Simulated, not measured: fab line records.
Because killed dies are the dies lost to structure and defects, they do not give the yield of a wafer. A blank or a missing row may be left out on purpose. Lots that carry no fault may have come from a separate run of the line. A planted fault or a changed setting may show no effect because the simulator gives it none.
The tool behind it: which one? | flow nand harc | 72 wafers from 24 lots sampled at 5 of the route's 1302 steps

== WHAT EACH GAUGE READ, for each wafer ==
NHARC_A_CONTACT_CD_MEAS_15. Usual: cd nm reads 190.0 nm (standard deviation 0.65).
lot  | measured     | on        | cd nm (nm)        | flag
L076 | day 22 20:30 | cd sem-03 | 190.0 190.9 190.2 |
L075 | day 22 20:33 | cd sem-02 | 190.3 191.0 189.9 |
L074 | day 22 22:23 | cd sem-01 | 190.7 190.3 189.8 |
L077 | day 23 11:28 | cd sem-01 | 188.8 189.4 189.1 |
L078 | day 24 02:35 | cd sem-03 | 190.5 189.3 189.4 |
L079 | day 24 23:20 | cd sem-03 | 189.1 188.5 188.7 |
L082 | day 25 05:23 | cd sem-03 | 190.9 190.8 191.1 |
L080 | day 25 08:07 | cd sem-01 | 190.6 190.1 190.3 |
L081 | day 26 11:43 | cd sem-01 | 190.4 189.5 190.2 |
L083 | day 26 13:52 | cd sem-03 | 189.9 190.5 191.0 |
L085 | day 26 17:17 | cd sem-03 | 190.4 190.9 190.4 |
L084 | day 26 20:58 | cd sem-03 | 189.9 190.7 190.6 |
L086 | day 27 14:05 | cd sem-03 | 189.4 189.7 189.7 |
L088 | day 28 09:11 | cd sem-03 | 188.6 189.1 188.8 |
L090 | day 28 13:41 | cd sem-02 | 191.1 191.7 190.8 |
L087 | day 28 15:01 | cd sem-03 | 190.1 189.3 190.4 |
L091 | day 28 16:29 | cd sem-03 | 190.4 190.3 189.9 |
L089 | day 28 19:48 | cd sem-01 | 190.8 190.4 190.6 |
L092 | day 29 13:34 | cd sem-02 | 189.8 189.4 189.3 |
L095 | day 30 12:46 | cd sem-02 | 188.8 188.9 189.2 |
L094 | day 30 16:19 | cd sem-02 | 190.2 190.1 190.8 |
L093 | day 30 18:32 | cd sem-03 | 190.0 190.3 189.5 |
L096 | day 32 07:34 | cd sem-01 | 190.1 189.3 189.6 |
L097 | day 32 09:10 | cd sem-01 | 189.3 190.6 190.2 |

== EACH LOT AND THE TOOL THAT RAN IT (in order: tool; ch and the chambers of the sampled wafers; start) ==
lot  | NHARC_A_CONTACT_ETCH_129             | NHARC_A_CONTACT_ETCH_130             | NHARC_A_CONTACT_ETCH_89                       | NHARC_A_CONTACT_ETCH_92
L076 | har cap etch-03 ch 0,1, day 22 10:38 | har cap etch-03 ch 0,1, day 22 10:49 | rie diel-11 ch 1,2,3, day 22 20:14 or earlier | rie diel-09 ch 0,1,3, day 22 20:14
L075 | har cap etch-02 ch 0,1, day 22 10:55 | har cap etch-02 ch 0,1, day 22 11:06 | rie diel-08 ch 1,2, day 22 20:22 or earlier   | rie diel-09 ch 0,2,3, day 22 20:22
L074 | har cap etch-01 ch 0,1, day 22 13:46 | har cap etch-01 ch 0,1, day 22 13:57 | rie diel-09 ch 0,2, day 22 22:10 or earlier   | rie diel-09 ch 1,2,3, day 22 22:10
L077 | har cap etch-02 ch 1, day 23 02:10   | har cap etch-02 ch 1, day 23 02:21   | rie diel-11 ch 0,2, day 23 11:16 or earlier   | rie diel-09 ch 0,1,3, day 23 11:16
L078 | har cap etch-02 ch 0,1, day 23 15:59 | har cap etch-02 ch 0,1, day 23 16:10 | rie diel-09 ch 0,2,3, day 24 02:22 or earlier | rie diel-08 ch 0,1,3, day 24 02:22
L079 | har cap etch-03 ch 0,1, day 24 13:50 | har cap etch-03 ch 0,1, day 24 14:00 | rie diel-09 ch 0,2, day 24 23:08 or earlier   | rie diel-08 ch 2,3, day 24 23:08
L082 | har cap etch-02 ch 0,1, day 24 20:46 | har cap etch-02 ch 0,1, day 24 20:57 | rie diel-09 ch 1,2,3, day 25 05:01 or earlier | rie diel-09 ch 2,3, day 25 05:01
L080 | har cap etch-01 ch 0,1, day 24 21:28 | har cap etch-01 ch 0,1, day 24 21:38 | rie diel-09 ch 1,2, day 25 07:54 or earlier   | rie diel-09 ch 2,3, day 25 07:54
L081 | har cap etch-02 ch 0,1, day 25 23:48 | har cap etch-02 ch 0,1, day 25 23:59 | rie diel-09 ch 0,1,3, day 26 11:30 or earlier | rie diel-09 ch 0,1,2, day 26 11:30
L083 | har cap etch-01 ch 0,1, day 26 05:11 | har cap etch-01 ch 0,1, day 26 05:22 | rie diel-08 ch 0,1,2, day 26 13:38 or earlier | rie diel-09 ch 2,3, day 26 13:38
L085 | har cap etch-03 ch 0,1, day 26 08:44 | har cap etch-03 ch 0,1, day 26 08:55 | rie diel-08 ch 1,2, day 26 17:06 or earlier   | rie diel-08 ch 1,2,3, day 26 17:06
L084 | har cap etch-02 ch 0,1, day 26 10:14 | har cap etch-02 ch 0,1, day 26 10:25 | rie diel-08 ch 0,1,3, day 26 20:47 or earlier | rie diel-08 ch 0,1,3, day 26 20:47
L086 | har cap etch-01 ch 0,1, day 27 05:34 | har cap etch-01 ch 0,1, day 27 05:45 | rie diel-09 ch 1,3, day 27 13:53 or earlier   | rie diel-11 ch 2,3, day 27 13:53
L088 | har cap etch-01 ch 0,1, day 27 21:31 | har cap etch-01 ch 0,1, day 27 21:44 | rie diel-11 ch 1,2,3, day 28 09:00 or earlier | rie diel-08 ch 1,2,3, day 28 09:00
L090 | har cap etch-02 ch 0,1, day 28 01:35 | har cap etch-02 ch 0,1, day 28 01:46 | rie diel-08 ch 1,2,3, day 28 12:46 or earlier | rie diel-09 ch 0,2,3, day 28 12:46
L087 | har cap etch-01 ch 0,1, day 28 03:16 | har cap etch-01 ch 0,1, day 28 03:26 | rie diel-09 ch 1,2,3, day 28 14:48 or earlier | rie diel-09 ch 1,2,3, day 28 14:48
L091 | har cap etch-03 ch 0,1, day 28 07:12 | har cap etch-03 ch 0,1, day 28 07:23 | rie diel-11 ch 0,3, day 28 16:18 or earlier   | rie diel-09 ch 1,2,3, day 28 16:18
L089 | har cap etch-01 ch 0,1, day 28 10:15 | har cap etch-01 ch 0,1, day 28 10:25 | rie diel-09 ch 2,3, day 28 19:36 or earlier   | rie diel-11 ch 0,1,2, day 28 19:36
L092 | har cap etch-03 ch 0,1, day 29 02:28 | har cap etch-03 ch 0,1, day 29 02:39 | rie diel-11 ch 0,3, day 29 13:20 or earlier   | rie diel-09 ch 1,2, day 29 13:20
L095 | har cap etch-02 ch 0,1, day 30 03:10 | har cap etch-02 ch 0,1, day 30 03:20 | rie diel-11 ch 0,1, day 30 12:34 or earlier   | rie diel-09 ch 0,1,2, day 30 12:34
L094 | har cap etch-03 ch 0,1, day 30 07:04 | har cap etch-03 ch 0,1, day 30 07:14 | rie diel-08 ch 0,2, day 30 16:04 or earlier   | rie diel-11 ch 0,1,2, day 30 16:04
L093 | har cap etch-01 ch 1, day 30 09:31   | har cap etch-01 ch 1, day 30 09:41   | rie diel-09 ch 0,3, day 30 18:19 or earlier   | rie diel-09 ch 0,1,3, day 30 18:19
L096 | har cap etch-02 ch 0, day 31 14:31   | har cap etch-02 ch 0, day 31 14:41   | rie diel-09 ch 0,1,3, day 32 07:22 or earlier | rie diel-08 ch 0,2, day 32 07:22
L097 | har cap etch-03 ch 0,1, day 31 17:24 | har cap etch-03 ch 0,1, day 31 17:35 | rie diel-09 ch 0,1,3, day 32 08:57 or earlier | rie diel-08 ch 0,2,3, day 32 08:57
- NHARC_A_CONTACT_ETCH_129: etches the open film in C4F8/O2/Ar, time 197 s, target depth 1918 nm.
- NHARC_A_CONTACT_ETCH_130: etches the open film in C4F8/O2/Ar, time 197 s, target depth 1918 nm.
- NHARC_A_CONTACT_ETCH_89: etches the open film in N2/H2, target depth 260 nm, time 475.3 s.
- NHARC_A_CONTACT_ETCH_92: etches the open film in CH3F/O2, target depth 40 nm, time 85.7 s.

== WHAT THE TOOLS THEMSELVES READ (means of the sampled wafers that have a number; where no wafer has one, the mark that the record gives instead) ==
NHARC_A_CONTACT_ETCH_89. Usual: drypump motor current A 5.9 A, standard deviation 0.49; oes product au 1.000 a.u., standard deviation 0.011; rf fwd power W 399.4 W, standard deviation 1; rf vpp V 431 V, standard deviation 3.1; showerhead plenum p Torr 2.06 Torr, standard deviation 0.11; throttle valve pct 14.171 %, standard deviation 0.0088.
lot  | tool        | drypump motor current A (A) | oes product au (a.u.) | rf fwd power W (W) | rf vpp V (V) | showerhead plenum p Torr (Torr) | throttle valve pct (%) | flag
L076 | rie diel-11 | 6.3                         | 0.997                 | 400.4              | 430          | 2.01                            | 14.175                 |
L075 | rie diel-08 | 6.2                         | 0.999                 | 399.4              | 429          | 2.00                            | 14.171                 |
L074 | rie diel-09 | 5.7                         | 0.996                 | 398.2              | 435          | 2.20                            | 14.171                 |
L077 | rie diel-11 | 6.3                         | 0.992                 | 398.8              | 427          | 1.92                            | 14.179                 |
L078 | rie diel-09 | 5.6                         | 1.009                 | 399.1              | 433          | 2.13                            | 14.170                 |
L079 | rie diel-09 | 5.7                         | 1.002                 | 399.3              | 434          | 2.20                            | 14.171                 |
L082 | rie diel-09 | 6.0                         | 0.999                 | 398.8              | 432          | 2.05                            | 14.175                 |
L080 | rie diel-09 | 6.1                         | 1.004                 | 399.7              | 433          | 2.11                            | 14.170                 |
L081 | rie diel-09 | 5.7                         | 1.010                 | 399.3              | 430          | 2.03                            | 14.172                 |
L083 | rie diel-08 | 5.6                         | 1.000                 | 399.0              | 431          | 2.07                            | 14.169                 |
L085 | rie diel-08 | 6.1                         | 1.018                 | 398.8              | 429          | 1.99                            | 14.167                 |
L084 | rie diel-08 | 5.9                         | 0.999                 | 399.4              | 432          | 2.10                            | 14.168                 |
L086 | rie diel-09 | 6.1                         | 1.000                 | 400.6              | 427          | 1.95                            | 14.166                 |
L088 | rie diel-11 | 6.3                         | 0.992                 | 398.6              | 430          | 1.99                            | 14.169                 |
L090 | rie diel-08 | 6.1                         | 1.005                 | 400.4              | 432          | 2.05                            | 14.168                 |
L087 | rie diel-09 | 6.0                         | 1.001                 | 398.8              | 431          | 2.04                            | 14.170                 |
L091 | rie diel-11 | 6.1                         | 0.990                 | 399.2              | 432          | 2.10                            | 14.173                 |
L089 | rie diel-09 | 5.8                         | 1.001                 | 399.3              | 432          | 2.07                            | 14.174                 |
L092 | rie diel-11 | 6.1                         | 0.990                 | 399.1              | 432          | 2.10                            | 14.172                 |
L095 | rie diel-11 | 6.2                         | 1.015                 | 401.1              | 430          | 2.04                            | 14.166                 |
L094 | rie diel-08 | 5.0                         | 1.000                 | 398.7              | 433          | 2.13                            | 14.175                 |
L093 | rie diel-09 | 5.3                         | 0.983                 | 399.1              | 433          | 2.11                            | 14.171                 |
L096 | rie diel-09 | 5.7                         | 0.993                 | 398.5              | 430          | 2.02                            | 14.167                 |
L097 | rie diel-09 | 5.7                         | 0.993                 | 400.8              | 430          | 2.02                            | 14.179                 |

NHARC_A_CONTACT_ETCH_92. Usual: drypump motor current A 5.9 A, standard deviation 0.5; oes product au 0.95 a.u., standard deviation 0.034; rf fwd power W 496.6 W, standard deviation 2.3; rf vpp V 244.9 V, standard deviation 2; showerhead plenum p Torr 2.50 Torr, standard deviation 0.13; throttle valve pct 20.665 %, standard deviation 0.0099.
lot  | tool        | drypump motor current A (A) | oes product au (a.u.) | rf fwd power W (W) | rf vpp V (V) | showerhead plenum p Torr (Torr) | throttle valve pct (%) | flag
L076 | rie diel-09 | 5.7                         | 0.93                  | 498.0              | 244.2        | 2.46                            | 20.673                 |
L075 | rie diel-09 | 5.6                         | 1.00                  | 498.0              | 246.0        | 2.57                            | 20.661                 |
L074 | rie diel-09 | 6.0                         | 0.93                  | 497.4              | 244.8        | 2.47                            | 20.658                 |
L077 | rie diel-09 | 5.7                         | 0.94                  | 497.1              | 243.1        | 2.45                            | 20.671                 |
L078 | rie diel-08 | 5.9                         | 0.99                  | 497.8              | 244.7        | 2.54                            | 20.665                 |
L079 | rie diel-08 | 5.8                         | 1.00                  | 496.0              | 245.3        | 2.51                            | 20.657                 |
L082 | rie diel-09 | 5.8                         | 0.93                  | 497.7              | 245.1        | 2.50                            | 20.667                 |
L080 | rie diel-09 | 5.8                         | 0.92                  | 497.2              | 245.2        | 2.50                            | 20.658                 |
L081 | rie diel-09 | 5.8                         | 0.94                  | 496.7              | 245.0        | 2.52                            | 20.657                 |
L083 | rie diel-09 | 5.8                         | 1.00                  | 497.5              | 244.6        | 2.50                            | 20.670                 |
L085 | rie diel-08 | 6.1                         | 0.93                  | 495.9              | 244.7        | 2.47                            | 20.664                 |
L084 | rie diel-08 | 5.9                         | 0.93                  | 497.5              | 246.2        | 2.53                            | 20.672                 |
L086 | rie diel-11 | 6.4                         | 0.98                  | 495.4              | 243.6        | 2.41                            | 20.669                 |
L088 | rie diel-08 | 6.1                         | 0.94                  | 496.8              | 244.4        | 2.47                            | 20.663                 |
L090 | rie diel-09 | 5.6                         | 0.92                  | 496.1              | 246.7        | 2.56                            | 20.663                 |
L087 | rie diel-09 | 6.0                         | 0.92                  | 496.9              | 244.0        | 2.46                            | 20.667                 |
L091 | rie diel-09 | 6.0                         | 0.92                  | 498.1              | 245.4        | 2.46                            | 20.658                 |
L089 | rie diel-11 | 6.3                         | 0.99                  | 496.4              | 244.9        | 2.47                            | 20.670                 |
L092 | rie diel-09 | 6.1                         | 0.99                  | 493.3              | 245.7        | 2.54                            | 20.668                 |
L095 | rie diel-09 | 5.8                         | 0.93                  | 495.7              | 245.1        | 2.52                            | 20.663                 |
L094 | rie diel-11 | 6.3                         | 0.97                  | 496.4              | 244.3        | 2.46                            | 20.668                 |
L093 | rie diel-09 | 5.7                         | 0.92                  | 499.1              | 244.3        | 2.44                            | 20.676                 |
L096 | rie diel-08 | 5.3                         | 0.93                  | 496.5              | 245.0        | 2.50                            | 20.674                 |
L097 | rie diel-08 | 5.5                         | 0.93                  | 498.1              | 245.7        | 2.55                            | 20.657                 |

== THE ANSWER, worked out from the rows above alone ==
Rule: a lot counts as off when the mean over its wafers that have a number is more than 3 standard deviations away from the usual mean. A lot without any number at a reading at which 4 lots or more have one is off too. Where the step has rows for the other lots, those lots are counted as sound. After the gauges, taken in route order, come the tools' own readings; for these a lot's mean is taken, as printed above. At the first step where some lot is off, the reading lying furthest off is the one used; lots without a number count as furthest.
None of the lots is off at any reading shown; this tells nothing.

== WHAT THE SIMULATOR PUT IN ==
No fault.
